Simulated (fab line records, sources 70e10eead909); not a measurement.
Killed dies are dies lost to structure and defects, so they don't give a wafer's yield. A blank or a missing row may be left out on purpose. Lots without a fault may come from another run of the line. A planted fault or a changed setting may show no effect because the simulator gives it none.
A struck lot beside a sound one | flow nand_harc | 40 steps out of a route of 1159
Sound: wafers L482.3, L482.4, L482.6. Struck: wafers L486.2, L486.6. (L486.3 of the same lot was not struck and is left out.) The cause comes at the end.
At each step with rows: each side's tool, then ch and its chambers, then its first start. Under that, the readings that differ: sound wafers | struck wafers | difference of the means | sigmas: that difference in standard deviations of wafers without a fault.
alike: readings whose means differ by less than 2 such deviations, and words and numbers that are the same on both sides. not compared: withheld readings, readings that some wafer has no value for, bounds like >300 that may hide the same value, and numbers for which the record gives no deviation and whose values overlap.
The two part at a step that has a row with sigmas, a row that says differs or no value, or rows on one side only. Numbers that don't overlap but have no deviation are shown without sigmas and don't part them. A reading that every wafer of one side lacks parts them only if that side has two wafers or more.

NHARC_A_M0_OVL_MEAS_10: pitch 160 nm.
  sound on overlay-02, day 18 08:47; struck on overlay-01, day 19 18:58
  alike: overlay_x_nm, overlay_y_nm
NHARC_A_M0_INSPECT_11:
  sound on defect_inspect-01, day 18 08:50; struck on defect_inspect-01, day 19 19:01
  alike: raw_defect_count
then, 3 steps without rows for these wafers: NHARC_A_M0_DESCUM_14 (chemistry O2, time 3 s); NHARC_A_M0_ETCH_34 (etches the open film in N2/H2, target depth 40 nm, overetch 12 nm, time 43.94 s); NHARC_A_M0_ETCH_15 (etches the open film in C4F8/Ar, target depth 150 nm, overetch 15 nm, time 82.5 s).
NHARC_A_M0_CD_MEAS_16:
  sound on cd_sem-01, day 18 09:14; struck on cd_sem-01, day 19 19:22
  reading    | sound          | struck    | difference | sigmas
  cd_nm (nm) | 80.9 80.6 80.7 | 79.1 79.5 | -1.4       | -2
then, 2 steps without rows for these wafers: NHARC_A_M0_STRIP_18 (strips in N2/H2); NHARC_A_M0_STRIP_19 (strips in post etch residue remover, time 600 s).
NHARC_A_M0_DEGAS_28: time 60 s.
  sound on pvd_sputter-02, day 18 09:51; struck on pvd_sputter-02, day 19 19:59
  alike: heater_power_w
NHARC_A_M0_PRE_CLEAN_29: time 30 s.
  sound on pvd_sputter-02; struck on pvd_sputter-02
  alike: heater_power_w
NHARC_A_M0_PVD_20: deposits TaN, target thk 5 nm, time 8.06 s.
  sound on pvd_sputter-02; struck on pvd_sputter-02
  alike: bias_v, cathode_dc_power_W, throttle_valve_pct
NHARC_A_M0_PVD_21: deposits Cu, target thk 30 nm, time 20.49 s.
  sound on pvd_sputter-02; struck on pvd_sputter-02
  alike: cathode_dc_power_W, throttle_valve_pct
NHARC_A_M0_ECD_22: material Cu, target thk 400 nm.
  sound on ecd_cu-01 ch 0,1, day 18 10:19; struck on ecd_cu-02 ch 0,1, day 19 20:20
then, 2 steps without rows for these wafers: NHARC_A_M0_ANNEAL_30 (time 90 s); NHARC_A_M0_CMP_23 (polishes, t overpolish 20 s, target thk 113.75 nm).
NHARC_A_M0_THK_MEAS_24: measures by xrf.
  sound on film_metro-01, day 18 11:17; struck on film_metro-01, day 19 21:25
  alike: thk_nm
then, 13 steps without rows for these wafers: NHARC_A_M0_SRD_25; NHARC_A_M0_PRE_CLEAN_31 (time 12 s); NHARC_A_M0_DEP_32 (deposits SiCN, target thk 30 nm); NHARC_A_M1_DEP_00 (deposits SiOC, target thk 182.5 nm); NHARC_A_M1_DEHYDRATE_01 (time 120 s); NHARC_A_M1_HMDS_02 (time 30 s); NHARC_A_M1_COAT_34 (time 65 s); NHARC_A_M1_COAT_03 (resist thk 90 nm); NHARC_A_M1_SOFTBAKE_04 (time 55 s); NHARC_A_M1_EBR_05; NHARC_A_M1_EXPOSE_06 (exposes mask A M1, target cd 120 nm); NHARC_A_M1_PEB_07 (peb time 65 s); NHARC_A_M1_DEVELOP_08 (develop time 35 s).
NHARC_A_M1_CD_MEAS_09: target cd 120 nm.
  sound on cd_sem-01 ch 0, day 18 12:50; struck on cd_sem-01 ch 0, day 19 23:07
  alike: cd_nm
NHARC_A_M1_OVL_MEAS_10: pitch 240 nm.
  sound on overlay-01, day 18 12:55; struck on overlay-01, day 19 23:11
  alike: overlay_x_nm, overlay_y_nm
NHARC_A_M1_DESCUM_14: chemistry O2, time 3 s.
  sound on rie_diel-05 ch 0,1, day 18 13:02; struck on rie_diel-07 ch 0, day 19 23:17
  reading               | sound             | struck      | difference | sigmas
  mfc_ar_sccm (sccm)    | 0 0.009 0         | 0.038 0.038 | +0.035     | +3
  oes_product_au (a.u.) | 1.009 1.009 1.003 | 0.986 0.981 | -0.023     | -3
  alike: drypump_motor_current_A, rf_vpp_V, showerhead_plenum_p_Torr, throttle_valve_pct
  not compared: rf_hours_counter_h
then, 2 steps without rows for these wafers: NHARC_A_M1_ETCH_35 (etches the open film in N2/H2, target depth 40 nm, overetch 12 nm, time 43.94 s); NHARC_A_M1_ETCH_15 (etches the open film in C4F8/Ar, target depth 182.5 nm, time 91.2 s).
NHARC_A_M1_CD_MEAS_16:
  sound on cd_sem-01, day 18 13:21; struck on cd_sem-01, day 19 23:36
  reading    | sound             | struck      | difference | sigmas
  cd_nm (nm) | 120.6 120.7 120.2 | 118.8 119.3 | -1.5       | -3
then, 4 steps without rows for these wafers: NHARC_A_M1_STRIP_18 (strips in N2/H2); NHARC_A_M1_ETCH_28 (etches the open film in CF4/N2, target depth 30 nm, time 72.99 s); NHARC_A_M1_STRIP_19 (strips in post etch residue remover, time 600 s); NHARC_A_M1_DEGAS_29 (time 60 s).
NHARC_END_SORT_01:
  sound on prober-02 ch 0, day 20 06:31; struck on prober-02 ch 0, day 21 10:34
  reading                  | sound          | struck    | difference | sigmas
  defect_limited_yield (%) | 93.5 95.9 94.7 | 32.2 32.9 | -62.2      | -39
  killed_at_array          | 42 26 34       | 456 452   | +420       | +38
  killed_dies              | 44 28 36       | 459 454   | +420       | +38
  sort_bin_2_pct (%)       | 2.2 1.2 1.0    | 27.5 24.4 | +24.5      | +36
  sort_bin_3_pct (%)       | 0.15 0.15 0.30 | 5.02 7.83 | +6.22      | +28
  sort_bin_4_pct (%)       | 4.1 2.8 4.0    | 35.3 34.9 | +31.5      | +32
  sort_n_pass              | 633 649 641    | 218 223   | -420       | -38
  sort_rim_yield_pct (%)   | 93.4 91.5 99.1 | 27.4 30.2 | -65.9      | -23
  sort_yield_pct (%)       | 93.5 95.9 94.7 | 32.2 32.9 | -62.2      | -39
  alike: killed_at_other, killed_at_periphery, killed_open, killed_short

WHERE THEY PART
First at NHARC_A_M0_CD_MEAS_16; last, within this record, at NHARC_END_SORT_01.

WHY: what the simulator had put in
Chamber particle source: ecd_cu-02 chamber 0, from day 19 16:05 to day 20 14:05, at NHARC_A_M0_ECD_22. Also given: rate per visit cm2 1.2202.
